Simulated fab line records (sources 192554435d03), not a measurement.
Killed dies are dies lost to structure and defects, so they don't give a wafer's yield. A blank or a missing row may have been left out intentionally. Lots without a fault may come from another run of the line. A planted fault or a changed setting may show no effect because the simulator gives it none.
Comparing a struck lot with a sound one + flow n5-finfet + 14 out of 1938 route steps
Sound: the wafers L600.1, L600.2, L600.6. Wafers L610.1, L610.5, L610.6 were the ones struck. The cause is given at the end.
Each step with rows lists, per side, the tool, then ch with its chambers, then its first start. Under that, the readings that differ: sound wafers + struck wafers + difference of the means + sigmas: that difference in standard deviations of wafers without a fault.
alike: a reading whose means differ by less than 2 such deviations, as well as words and numbers matching on both sides. not compared: withheld readings; readings where some wafer has no value; bounds like >300 that might hide an equal value; numbers whose values overlap and for which the record gives no deviation.
The two part at a step that has a row with sigmas, a row that says differs or no value, or rows on one side only. Numbers that have no deviation but don't overlap get no sigmas and don't part them. A reading that every wafer of one side lacks parts them only if that side has two wafers or more.

N5_BEOL_M13_THK_MEAS_50: measures by xrf.
  sound: film-metro-01 at day 11 22:58; struck: film-metro-01 at day 14 01:10
  alike: M13_THK
then, 1 step without rows for these wafers: N5_BEOL_M13_PRE_CLEAN_52 (time 15 s).
N5_BEOL_M13_DEP_53: deposits SiCN from 3MS/NH3, target thk 50 nm, time 17.8 s.
  sound on pecvd-03 ch 0,1, day 11 23:02; struck on pecvd-02 ch 0,1,2, day 14 01:14
  alike: showerhead-plenum-p-Torr, throttle-valve-pct
N5_BEOL_M13_RS_MEAS_54: a four-point-probe measurement.
  sound: film-metro-02 at day 11 23:06; struck: film-metro-01 at day 14 01:18
  alike: M13_RS
N5_BEOL_M13_INSPECT_55: inspects for defects (darkfield).
  sound: defect-inspect-02 at day 11 23:08; struck: defect-inspect-01 at day 14 01:20
  alike: raw-defect-count
N5_BEOL_M14_ILD_DEP_00: deposits SiO2 from TEOS/O2, target thk 1119.3 nm, time 237.4 s.
  sound on pecvd-01 ch 0,2, day 11 23:10; struck on pecvd-03 ch 1,2, day 14 01:22
  alike: heater-power-w, showerhead-plenum-p-Torr, throttle-valve-pct
N5_BEOL_M14_THK_MEAS_01:
  sound: film-metro-02 at day 11 23:21; struck: film-metro-01 at day 14 01:33
  alike: M14_ILD_THK
then, 5 steps without rows for these wafers: N5_BEOL_M14_COAT_58 (time 60 s, resist thk 89 nm); N5_BEOL_M14_COAT_04 (resist thk 800 nm); N5_BEOL_M14_EBR_06; N5_BEOL_M14_SOFTBAKE_05 (time 60 s); N5_BEOL_M14_EXPOSE_07 (exposes mask V13).
N5_BEOL_M14_PEB_08: peb time 90 s.
  sound on litho-track-05 ch 0, day 11 23:40; struck on litho-track-01, day 14 01:45
  no value came back on the struck wafers for chill-plate-temp-C (C), exhaust-pa (Pa); on the sound wafers chill-plate-temp-C (C) reads 23.11 23.14 23.09
then, 1 step without rows for these wafers: N5_BEOL_M14_DEVELOP_09 (develop time 45 s).

## WHERE THEY PART
Only at N5_BEOL_M14_PEB_08, as far as this record shows.

WHY: what had been put in by the simulator
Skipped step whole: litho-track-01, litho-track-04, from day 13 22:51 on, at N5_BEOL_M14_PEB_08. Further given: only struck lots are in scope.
